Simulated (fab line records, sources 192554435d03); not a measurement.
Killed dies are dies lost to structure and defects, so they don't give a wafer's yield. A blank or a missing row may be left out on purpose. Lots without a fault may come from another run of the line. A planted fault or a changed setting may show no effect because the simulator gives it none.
Which tool did it? | flow n5_finfet | 24 lots, 72 wafers sampled, at 6 steps of a route of 1938

WHAT THE GAUGES READ, wafer by wafer
N5_BEOL_M3_INSPECT_59: inspects for defects (darkfield). Usual: raw_defect_count 72, standard deviation 22.
lot  | measured     | on                | raw_defect_count | flag
L074 | day 8 12:46  | defect_inspect-02 | 61 79 43         |
L075 | day 8 20:56  | defect_inspect-02 | 23 64 72         |
L076 | day 9 01:24  | defect_inspect-02 | 56 68 48         |
L077 | day 8 23:40  | defect_inspect-01 | 95 86 93         |
L078 | day 9 04:28  | defect_inspect-01 | 107 71 55        |
L079 | day 9 08:07  | defect_inspect-02 | 76 71 126        |
L080 | day 9 15:23  | defect_inspect-02 | 70 104 94        |
L081 | day 10 01:06 | defect_inspect-01 | 69 75 68         |
L083 | day 12 02:31 | defect_inspect-01 | 137 104 102      |
L084 | day 13 04:00 | defect_inspect-02 | 66 39 82         |
L085 | day 13 07:27 | defect_inspect-01 | 69 41 93         |
L086 | day 13 20:38 | defect_inspect-01 | 76 101 71        |
L087 | day 14 05:47 | defect_inspect-01 | 67 81 96         |
L088 | day 14 12:00 | defect_inspect-02 | 77 88 61         |
L091 | day 14 18:07 | defect_inspect-02 | 55 42 51         |
L090 | day 14 19:54 | defect_inspect-01 | 65 80 96         |
L092 | day 14 19:59 | defect_inspect-01 | 89 29 54         |
L094 | day 14 22:51 | defect_inspect-02 | 73 57 40         |
L089 | day 14 22:58 | defect_inspect-02 | 78 115 116       |
L093 | day 15 00:43 | defect_inspect-02 | 55 56 60         |
L095 | day 15 04:55 | defect_inspect-02 | 82 70 38         |
L082 | day 15 08:43 | defect_inspect-01 | 47 29 68         |
L096 | day 15 10:50 | defect_inspect-01 | 102 87 52        |
L097 | day 15 13:55 | defect_inspect-02 | 61 57 39         |

WHICH TOOL RAN EACH LOT (tool, then ch and the chambers of the sampled wafers, then the start)
lot  | N5_BEOL_M3_DEGAS_44          | N5_BEOL_M3_ANNEAL_82         | N5_BEOL_M3_SPUTTER_92        | N5_BEOL_M3_ANNEAL_95         | N5_BEOL_M3_DEP_57
L074 | pvd_sputter-02, day 8 07:53  | pvd_sputter-02, day 8 10:22  | pvd_sputter-02, day 8 11:10  | pvd_sputter-02, day 8 11:28  | pecvd-04 ch 0,1,2, day 8 12:40
L075 | pvd_sputter-03, day 8 16:44  | pvd_sputter-02, day 8 18:20  | pvd_sputter-02, day 8 19:08  | pvd_sputter-02, day 8 19:26  | pecvd-02 ch 0,2, day 8 20:50
L076 | pvd_sputter-02, day 8 19:39  | pvd_sputter-01, day 8 22:58  | pvd_sputter-01, day 8 23:46  | pvd_sputter-01, day 9 00:04  | pecvd-01 ch 0,1,2, day 9 01:20
L077 | pvd_sputter-01, day 8 19:43  | pvd_sputter-03, day 8 21:16  | pvd_sputter-03, day 8 22:04  | pvd_sputter-03, day 8 22:22  | pecvd-01 ch 0,1,2, day 8 23:35
L078 | pvd_sputter-02, day 9 00:40  | pvd_sputter-01, day 9 01:57  | pvd_sputter-01, day 9 02:45  | pvd_sputter-01, day 9 03:03  | pecvd-02 ch 0,1,2, day 9 04:23
L079 | pvd_sputter-01, day 9 04:25  | pvd_sputter-01, day 9 05:40  | pvd_sputter-01, day 9 06:28  | pvd_sputter-01, day 9 06:46  | pecvd-02 ch 0,2, day 9 08:01
L080 | pvd_sputter-01, day 9 11:51  | pvd_sputter-02, day 9 13:05  | pvd_sputter-02, day 9 13:53  | pvd_sputter-02, day 9 14:11  | pecvd-04 ch 0,1, day 9 15:18
L081 | pvd_sputter-01, day 9 21:37  | pvd_sputter-02, day 9 22:43  | pvd_sputter-02, day 9 23:31  | pvd_sputter-02, day 9 23:49  | pecvd-04 ch 0,1,2, day 10 01:00
L083 | pvd_sputter-01, day 11 23:05 | pvd_sputter-02, day 12 00:11 | pvd_sputter-02, day 12 00:59 | pvd_sputter-02, day 12 01:17 | pecvd-02 ch 0,2, day 12 02:25
L084 | pvd_sputter-01, day 13 00:29 | pvd_sputter-02, day 13 01:40 | pvd_sputter-02, day 13 02:28 | pvd_sputter-02, day 13 02:46 | pecvd-01 ch 0,1,2, day 13 03:55
L085 | pvd_sputter-02, day 13 03:58 | pvd_sputter-02, day 13 05:06 | pvd_sputter-02, day 13 05:54 | pvd_sputter-02, day 13 06:12 | pecvd-02 ch 1,2, day 13 07:20
L086 | pvd_sputter-02, day 13 15:35 | pvd_sputter-01, day 13 18:19 | pvd_sputter-01, day 13 19:07 | pvd_sputter-01, day 13 19:25 | pecvd-01 ch 0,1, day 13 20:33
L087 | pvd_sputter-02, day 14 02:13 | pvd_sputter-01, day 14 03:28 | pvd_sputter-01, day 14 04:16 | pvd_sputter-01, day 14 04:34 | pecvd-04 ch 0,2, day 14 05:41
L088 | pvd_sputter-01, day 14 06:57 | pvd_sputter-01, day 14 09:41 | pvd_sputter-01, day 14 10:29 | pvd_sputter-01, day 14 10:47 | pecvd-04 ch 1,2, day 14 11:54
L091 | pvd_sputter-01, day 14 14:37 | pvd_sputter-02, day 14 15:48 | pvd_sputter-02, day 14 16:36 | pvd_sputter-02, day 14 16:54 | pecvd-02 ch 0,1,2, day 14 18:01
L090 | pvd_sputter-02, day 14 14:41 | pvd_sputter-03, day 14 17:35 | pvd_sputter-03, day 14 18:23 | pvd_sputter-03, day 14 18:41 | pecvd-04 ch 1,2, day 14 19:48
L092 | pvd_sputter-03, day 14 14:48 | pvd_sputter-02, day 14 17:38 | pvd_sputter-02, day 14 18:26 | pvd_sputter-02, day 14 18:44 | pecvd-01 ch 1,2, day 14 19:52
L094 | pvd_sputter-02, day 14 19:16 | pvd_sputter-03, day 14 20:32 | pvd_sputter-03, day 14 21:20 | pvd_sputter-03, day 14 21:38 | pecvd-04 ch 0,1,2, day 14 22:46
L089 | pvd_sputter-03, day 14 19:18 | pvd_sputter-01, day 14 20:34 | pvd_sputter-01, day 14 21:22 | pvd_sputter-01, day 14 21:40 | pecvd-01 ch 1,2, day 14 22:51
L093 | pvd_sputter-02, day 14 19:30 | pvd_sputter-03, day 14 22:23 | pvd_sputter-03, day 14 23:11 | pvd_sputter-03, day 14 23:29 | pecvd-01 ch 1,2, day 15 00:37
L095 | pvd_sputter-02, day 14 23:29 | pvd_sputter-02, day 15 02:03 | pvd_sputter-02, day 15 02:49 | pvd_sputter-02, day 15 03:09 | pecvd-01 ch 1,2, day 15 04:50
L082 | pvd_sputter-01, day 15 03:10 | pvd_sputter-01, day 15 06:19 | pvd_sputter-01, day 15 07:07 | pvd_sputter-01, day 15 07:25 | pecvd-04 ch 1,2, day 15 08:37
L096 | pvd_sputter-02, day 15 06:58 | pvd_sputter-02, day 15 08:31 | pvd_sputter-02, day 15 09:19 | pvd_sputter-02, day 15 09:37 | pecvd-04 ch 0,1,2, day 15 10:45
L097 | pvd_sputter-02, day 15 10:29 | pvd_sputter-03, day 15 11:35 | pvd_sputter-03, day 15 12:23 | pvd_sputter-03, day 15 12:41 | pecvd-02 ch 0,1, day 15 13:50
- N5_BEOL_M3_DEGAS_44: time 60 s.
- N5_BEOL_M3_ANNEAL_82: time 240 s.
- N5_BEOL_M3_SPUTTER_92: material Cu, target thk 4.5 nm, time 8.29 s.
- N5_BEOL_M3_ANNEAL_95: time 240 s.
- N5_BEOL_M3_DEP_57: deposits SiCN from 3MS/NH3, target thk 8 nm, time 14 s.

WHAT THE TOOLS THEMSELVES READ (means of the sampled wafers that have a number; where no wafer has one, the mark that the record gives instead)
N5_BEOL_M3_DEGAS_44. Usual: heater_power_w 321 W, standard deviation 30.
lot  | tool           | heater_power_w (W) | flag
L074 | pvd_sputter-02 | 321                |
L075 | pvd_sputter-03 | 351                |
L076 | pvd_sputter-02 | 332                |
L077 | pvd_sputter-01 | 310                |
L078 | pvd_sputter-02 | 306                |
L079 | pvd_sputter-01 | 302                |
L080 | pvd_sputter-01 | 317                |
L081 | pvd_sputter-01 | 319                |
L083 | pvd_sputter-01 | 320                |
L084 | pvd_sputter-01 | 300                |
L085 | pvd_sputter-02 | 327                |
L086 | pvd_sputter-02 | 344                |
L087 | pvd_sputter-02 | 341                |
L088 | pvd_sputter-01 | 316                |
L091 | pvd_sputter-01 | 301                |
L090 | pvd_sputter-02 | 322                |
L092 | pvd_sputter-03 | 335                |
L094 | pvd_sputter-02 | 324                |
L089 | pvd_sputter-03 | 321                |
L093 | pvd_sputter-02 | 301                |
L095 | pvd_sputter-02 | 319                |
L082 | pvd_sputter-01 | 304                |
L096 | pvd_sputter-02 | 306                |
L097 | pvd_sputter-02 | 328                |

N5_BEOL_M3_ANNEAL_82. Usual: heater_power_w 801 W, standard deviation 74; susceptor_temp_C_max 401.0, standard deviation 0.32.
lot  | tool           | heater_power_w (W) | susceptor_temp_C_max | flag
L074 | pvd_sputter-02 | 754                | 400.7                |
L075 | pvd_sputter-02 | 838                | 401.0                |
L076 | pvd_sputter-01 | 752                | 401.1                |
L077 | pvd_sputter-03 | 860                | 400.8                |
L078 | pvd_sputter-01 | 784                | 401.1                |
L079 | pvd_sputter-01 | 794                | 401.3                |
L080 | pvd_sputter-02 | 768                | 400.7                |
L081 | pvd_sputter-02 | 840                | 401.0                |
L083 | pvd_sputter-02 | 816                | 401.1                |
L084 | pvd_sputter-02 | 845                | 401.1                |
L085 | pvd_sputter-02 | 857                | 401.1                |
L086 | pvd_sputter-01 | 759                | 401.2                |
L087 | pvd_sputter-01 | 831                | 401.1                |
L088 | pvd_sputter-01 | 789                | 401.1                |
L091 | pvd_sputter-02 | 787                | 401.0                |
L090 | pvd_sputter-03 | 908                | 401.1                |
L092 | pvd_sputter-02 | 746                | 400.8                |
L094 | pvd_sputter-03 | 734                | 401.1                |
L089 | pvd_sputter-01 | 785                | 401.0                |
L093 | pvd_sputter-03 | 739                | 401.3                |
L095 | pvd_sputter-02 | 791                | 401.1                |
L082 | pvd_sputter-01 | 786                | 401.3                |
L096 | pvd_sputter-02 | 848                | 400.8                |
L097 | pvd_sputter-03 | 889                | 400.8                |

N5_BEOL_M3_SPUTTER_92. Usual: throttle_valve_pct 29.4 %, standard deviation 1.
lot  | tool           | throttle_valve_pct (%) | flag
L074 | pvd_sputter-02 | 28.7                   |
L075 | pvd_sputter-02 | 29.9                   |
L076 | pvd_sputter-01 | 29.8                   |
L077 | pvd_sputter-03 | 29.4                   |
L078 | pvd_sputter-01 | 29.4                   |
L079 | pvd_sputter-01 | 29.8                   |
L080 | pvd_sputter-02 | 29.3                   |
L081 | pvd_sputter-02 | 30.0                   |
L083 | pvd_sputter-02 | 29.5                   |
L084 | pvd_sputter-02 | 29.9                   |
L085 | pvd_sputter-02 | 29.9                   |
L086 | pvd_sputter-01 | 30.3                   |
L087 | pvd_sputter-01 | 28.6                   |
L088 | pvd_sputter-01 | 30.0                   |
L091 | pvd_sputter-02 | 29.3                   |
L090 | pvd_sputter-03 | 28.8                   |
L092 | pvd_sputter-02 | 28.6                   |
L094 | pvd_sputter-03 | 28.6                   |
L089 | pvd_sputter-01 | 29.4                   |
L093 | pvd_sputter-03 | 28.5                   |
L095 | pvd_sputter-02 | 29.0                   |
L082 | pvd_sputter-01 | 29.6                   |
L096 | pvd_sputter-02 | 29.8                   |
L097 | pvd_sputter-03 | 29.0                   |

N5_BEOL_M3_ANNEAL_95. Usual: heater_power_w 802 W, standard deviation 73; susceptor_temp_C_max 401.0, standard deviation 0.33.
lot  | tool           | heater_power_w (W) | susceptor_temp_C_max | flag
L074 | pvd_sputter-02 | 748                | 400.9                |
L075 | pvd_sputter-02 | 845                | 401.1                |
L076 | pvd_sputter-01 | 757                | 400.8                |
L077 | pvd_sputter-03 | 858                | 400.9                |
L078 | pvd_sputter-01 | 793                | 400.8                |
L079 | pvd_sputter-01 | 784                | 401.2                |
L080 | pvd_sputter-02 | 782                | 400.8                |
L081 | pvd_sputter-02 | 869                | 401.3                |
L083 | pvd_sputter-02 | 806                | 400.8                |
L084 | pvd_sputter-02 | 853                | 401.0                |
L085 | pvd_sputter-02 | 854                | 401.2                |
L086 | pvd_sputter-01 | 759                | 401.0                |
L087 | pvd_sputter-01 | 811                | 400.8                |
L088 | pvd_sputter-01 | 791                | 401.1                |
L091 | pvd_sputter-02 | 796                | 401.3                |
L090 | pvd_sputter-03 | 910                | 400.7                |
L092 | pvd_sputter-02 | 744                | 400.9                |
L094 | pvd_sputter-03 | 755                | 401.0                |
L089 | pvd_sputter-01 | 783                | 401.2                |
L093 | pvd_sputter-03 | 742                | 401.1                |
L095 | pvd_sputter-02 | 797                | 401.1                |
L082 | pvd_sputter-01 | 784                | 401.0                |
L096 | pvd_sputter-02 | 843                | 401.1                |
L097 | pvd_sputter-03 | 902                | 400.6                |

N5_BEOL_M3_DEP_57. Usual: showerhead_plenum_p_Torr 3.664 Torr, standard deviation 0.012; showerhead_vpp_V 859 V, standard deviation 31; throttle_valve_pct 9.0 %, standard deviation 0.34.
lot  | tool     | showerhead_plenum_p_Torr (Torr) | showerhead_vpp_V (V) | throttle_valve_pct (%) | flag
L074 | pecvd-04 | 3.658                           | 851                  | 9.1                    |
L075 | pecvd-02 | 3.668                           | 903                  | 9.1                    |
L076 | pecvd-01 | 3.672                           | 860                  | 8.9                    |
L077 | pecvd-01 | 3.661                           | 862                  | 9.0                    |
L078 | pecvd-02 | 3.659                           | 895                  | 8.9                    |
L079 | pecvd-02 | 3.660                           | 910                  | 9.0                    |
L080 | pecvd-04 | 3.663                           | 850                  | 9.1                    |
L081 | pecvd-04 | 3.658                           | 851                  | 9.0                    |
L083 | pecvd-02 | 3.664                           | 906                  | 9.0                    |
L084 | pecvd-01 | 3.662                           | 862                  | 9.1                    |
L085 | pecvd-02 | 3.656                           | 866                  | 8.8                    |
L086 | pecvd-01 | 3.666                           | 883                  | 9.5                    |
L087 | pecvd-04 | 3.646                           | 868                  | 9.2                    |
L088 | pecvd-04 | 3.664                           | 850                  | 8.9                    |
L091 | pecvd-02 | 3.662                           | 874                  | 9.1                    |
L090 | pecvd-04 | 3.658                           | 860                  | 9.0                    |
L092 | pecvd-01 | 3.671                           | 839                  | 8.9                    |
L094 | pecvd-04 | 3.663                           | 851                  | 9.1                    |
L089 | pecvd-01 | 3.671                           | 832                  | 8.7                    |
L093 | pecvd-01 | 3.677                           | 841                  | 8.8                    |
L095 | pecvd-01 | 3.678                           | 839                  | 8.8                    |
L082 | pecvd-04 | 3.661                           | 848                  | 9.0                    |
L096 | pecvd-04 | 3.659                           | 857                  | 9.0                    |
L097 | pecvd-02 | 3.664                           | 877                  | 9.2                    |

THE ANSWER, worked out from the rows above alone
Rule: a lot is off if the mean of its wafers that have a number lies more than 3 standard deviations from the usual mean. A lot without any number at a reading at which 4 lots or more have one is off too. The other lots that the step has rows for count as sound. The gauges are gone through in route order, then the tools' own readings, and for those a lot's mean is taken as printed above. The first step at which some lot is off is used, and at that step the reading that is off furthest; a lot without a number counts as furthest.
No lot is off at any reading shown: from this, nothing can be told.

WHAT THE SIMULATOR HAD PUT IN
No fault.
